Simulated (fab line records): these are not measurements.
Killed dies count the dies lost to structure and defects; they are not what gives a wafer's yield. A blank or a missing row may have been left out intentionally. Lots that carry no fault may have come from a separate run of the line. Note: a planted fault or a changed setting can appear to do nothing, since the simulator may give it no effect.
A lot that was struck, set against a sound lot    flow n5-finfet    19 out of 1938 route steps
Sound: the wafers L234.1, L234.2, L234.5. Struck: wafer L246.4; the same lot's L246.1 was not struck, so it is left out; see the end for the cause.
Order at every step that has rows: each side's tool, ch and its chambers, its first start. Under that, the readings that differ: sound wafers    struck wafers    difference of the means    sigmas: that difference in standard deviations of wafers without a fault.
alike: a reading whose means differ by less than 2 such deviations, as well as words and numbers matching on both sides. not compared: withheld readings; readings where some wafer has no value; bounds like >300 that might hide an equal value; numbers whose values overlap and for which the record gives no deviation.
A row with sigmas, a row that says differs or no value, or rows on one side alone: a step with any of these is where the two part. Non-overlapping numbers with no deviation appear without sigmas and do not part them. A reading that every wafer of one side lacks parts them only if that side has two wafers or more.

first, 8 steps without rows for these wafers: N5_BEOL_M12_HARDBAKE_32 (time 120 s); N5_BEOL_M12_DESCUM_33 (chemistry O2, time 7.9 s); N5_BEOL_M12_ETCH_67 (etches SiARC in CF4, target depth 143 nm, time 238.3 s); N5_BEOL_M12_ETCH_68 (etches SOC in N2/H2, time 285 s); N5_BEOL_M12_STRIP_69 (strips in N2/H2); N5_BEOL_M12_TRENCH_ETCH_34 (etches SiOC in C4F8/O2/Ar, target depth 318.95 nm, time 125.5 s); N5_BEOL_M12_STRIP_70 (strips in C4F8/O2/Ar); N5_BEOL_M12_STRIP_37 (strips in N2/H2).
N5_BEOL_M12_ETCH_38: etches SiCN in CF4/N2, target depth 68.7 nm, time 73.4 s.
  sound on rie-diel-02 ch 1,2,3, day 11 13:58; struck on rie-diel-02 ch 0, day 14 10:08
reading                                        sound             struck  difference  sigmas
oes-product-au (a.u.)                          0.88 0.87 0.78    1.05    +0.21       +3
model.etch.depth-nm (nm)                       59.2 59.58 58.92  78.88   +19.65      
model.SiOC_of_BEOL_M12_ILD_DEP_00.thk-nm (nm)  602.6 603 607.2   597     -7          
  alike: chamber-pressure-mTorr, drypump-motor-current-A, rf-vpp-V, showerhead-plenum-p-Torr, throttle-valve-pct
  not compared: rf-hours-counter-h
then, 9 steps without rows for these wafers: N5_BEOL_M12_PRECLEAN_39 (cleans in residue remover, time 60 s); N5_BEOL_M12_SRD_40 (time 30 s, dry time 30 s); N5_BEOL_M12_DEGAS_41 (time 60 s); N5_BEOL_M12_PRE_CLEAN_42 (time 30 s); N5_BEOL_M12_SPUTTER_43 (material TaN, target thk 15 nm, time 24.19 s); N5_BEOL_M12_SPUTTER_44 (material Ta, target thk 10 nm, time 16.13 s); N5_BEOL_M12_SPUTTER_45 (material Cu, target thk 80 nm, time 13.33 s); N5_BEOL_M12_ECD_47 (material Cu, target thk 720 nm); N5_BEOL_M12_ANNEAL_48 (time 90 s).
N5_BEOL_M12_CMP_49: polishes, stops on SiOC, t overpolish 20.6 s, target thk 320 nm.
  sound on cmp-01 ch 0,2,3, day 11 15:27; struck on cmp-01 ch 3, day 14 11:25
reading                                        sound            struck  difference  sigmas
model.SiOC_of_BEOL_M12_ILD_DEP_00.thk-nm (nm)  592.6 593 597.2  587     -7          
  alike: barrier-field-endpoint-s, motor-current-A, overpolish-run-s, retaining-ring-pressure-frac, slurry-flow-ml-min
  not compared: pad-life-wafers

WHERE THEY PART
Only at N5_BEOL_M12_ETCH_38, as far as this record shows. Later steps at which nothing parts them and some readings are alike: N5_BEOL_M12_CMP_49.

WHY: what had been put in by the simulator
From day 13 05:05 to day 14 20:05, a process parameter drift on rie-diel-02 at N5_BEOL_M12_ETCH_38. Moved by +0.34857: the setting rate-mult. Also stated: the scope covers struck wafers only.
